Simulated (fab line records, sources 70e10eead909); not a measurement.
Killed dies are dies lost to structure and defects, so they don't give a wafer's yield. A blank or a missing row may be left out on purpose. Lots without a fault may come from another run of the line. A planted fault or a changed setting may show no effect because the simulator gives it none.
Chamber matching | flow nand_harc | NHARC_A_CONTACT_DEP_29 on pecvd-01: 3 sister chambers
The step deposits SiON, target thk 70 nm. 6 wafers are shown with their chamber, then 9 later ones without.

WAFERS WITH THEIR CHAMBER
wafer  | chamber | heater_power_w (W)
L080.6 | 0       | 876
L081.2 | 2       | 728
L081.6 | 0       | 787
L088.1 | 1       | 830
L088.3 | 2       | 673
L088.6 | 1       | 851

WAFERS WITHOUT THEIR CHAMBER
wafer  | heater_power_w (W)
L089.3 | 861
L089.5 | 771
L089.6 | 872
L093.1 | 756
L093.3 | 947
L093.5 | 727
L094.1 | 728
L094.3 | 768
L094.6 | 750

WHICH CHAMBER EACH WENT THROUGH
wafer  | from the rows above          | in truth
L089.3 | can't be placed: 1 or 0      | 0
L089.5 | can't be placed: 0 or 1 or 2 | 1
L089.6 | can't be placed: 1 or 0      | 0
L093.1 | can't be placed: 2 or 0 or 1 | 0
L093.3 | can't be placed: 1 or 0      | 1
L093.5 | can't be placed: 2 or 0 or 1 | 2
L094.1 | can't be placed: 2 or 0 or 1 | 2
L094.3 | can't be placed: 0 or 2 or 1 | 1
L094.6 | can't be placed: 2 or 0 or 1 | 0
Placed correctly: 0 of 9. Can't be placed from these rows: 9 (the true chamber is among the candidates in 9). Placed wrongly: 0.
How it was worked out, from the rows above alone: a wafer's distance from a chamber is the root of the sum, over the readings, of the square of ((its reading less the chamber's mean) divided by the reading's scatter). The wafer belongs to the nearest chamber; if the next one is less than 2 further off, it can't be placed. A chamber's mean is the mean of its shown wafers. The scatter: the root of (the sum of the squares of (reading less its chamber's mean) over the shown wafers, divided by (wafers less chambers)).
